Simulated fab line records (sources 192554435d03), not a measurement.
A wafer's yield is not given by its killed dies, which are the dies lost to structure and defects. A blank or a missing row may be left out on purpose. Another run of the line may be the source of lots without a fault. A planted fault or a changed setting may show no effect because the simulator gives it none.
Split-lot experiment ; flow n5_finfet ; on a route of 1938 steps: 7 lots, 21 wafers read

THE SPLIT ITSELF
At N5_BEOL_M4_ETCH_64 (etches SOC in N2/H2, target depth 75 nm, overetch 22.5 nm, time 121.9 s), the setting bias_w was moved away from the recipe's 150 W on 6 of the 21 wafers read, by -14.4% to +4.9%. This setting was run at the recipe's value on the other wafers.

Reading taken at the split's own step.

THE READING
rf_vpp_V, in V, at N5_BEOL_M4_ETCH_64 (etches SOC in N2/H2, target depth 75 nm, overetch 22.5 nm, time 121.9 s). Fault-free wafers of this fab line usually give 523.7 V, standard deviation 1.8 V.

wafer;tool, chamber at the split;bias_w as run, W;against the recipe;rf_vpp_V, V;against lot-mates on the recipe
L076.1;rie_diel-06, 3;150;recipe;525.7;-
L076.4;rie_diel-06, 1;150;recipe;522.8;-
L076.6;rie_diel-06, 3;150;recipe;526.2;-
L074.3;rie_diel-03, 0;131.5;-12.3%;480.1;-45.2
L074.4;rie_diel-03, 3;150;recipe;525.3;-
L074.5;rie_diel-03, 1;131.5;-12.3%;479.9;-45.4
L082.1;rie_diel-05, 3;150;recipe;524.4;-
L082.3;rie_diel-05, 2;128.4;-14.4%;472.0;-51.8
L082.6;rie_diel-05, 3;150;recipe;523.1;-
L088.2;rie_diel-03, 1;150;recipe;521.2;-
L088.4;rie_diel-03, 3;135.9;-9.4%;493.5;-27.7
L088.6;rie_diel-03, 2;135.9;-9.4%;492.4;-28.8
L089.1;rie_diel-06, 2;150;recipe;522.9;-
L089.2;rie_diel-06, 0;150;recipe;524.0;-
L089.6;rie_diel-06, 3;150;recipe;526.0;-
L091.2;rie_diel-05, 0;150;recipe;522.7;-
L091.4;rie_diel-05, 2;150;recipe;521.8;-
L091.6;rie_diel-05, 0;157.3;+4.9%;537.6;+15.4
L094.1;rie_diel-03, 2;150;recipe;525.1;-
L094.2;rie_diel-03, 0;150;recipe;522.4;-
L094.6;rie_diel-03, 0;150;recipe;523.2;-

THE FIT
A straight line over all 21 wafers: rf_vpp_V changes by +3.46 V for each +1% of bias_w; r = +1.00; the points scatter about the line by 1.7 V.
The same after taking each lot's own level away (the mean of its wafers on the recipe; 21 wafers): +3.47 V for each +1%; r = +0.99; scatter 2 V.
According to that fit, moving bias_w by its largest amount changes the reading by 50 V.
From 521.20 to 525.30 V: that is the span of the lots' own levels, equal to 2.3 times the standard deviation above.
The two slopes are in agreement: the lot-to-lot level therefore moves the slope only a little.
Check: -49.2 V against its lot-mates is what the line predicts for one of the wafers moved furthest among these (-14.4%) when that wafer is left out of the fit. It came out at -51.8 V against them.
Tool readings at the split's step, against how far the setting was moved: rf_vpp_V r = +1.00.

THE WHOLE CHAIN: every reading that the file lists as answering this split, in the file's order
step;what it does;reading;change (the file's fit);r (the file's)
N5_BEOL_M4_ETCH_64;etches SOC in N2/H2, target depth 75 nm, overetch 22.5 nm, time 121.9 s;rf_vpp_V;+3.49 V for each +1% of the setting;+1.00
N5_BEOL_M4_ETCH_64;etches SOC in N2/H2, target depth 75 nm, overetch 22.5 nm, time 121.9 s;SiARC_of_BEOL_M4_COAT_62.thk_nm (the simulator's own value, which no gauge read);-0.0593 nm for each +1% of the setting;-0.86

FILE'S OWN FIT
rf_vpp_V changes by +3.49 V for each +1% of bias_w, r = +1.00.
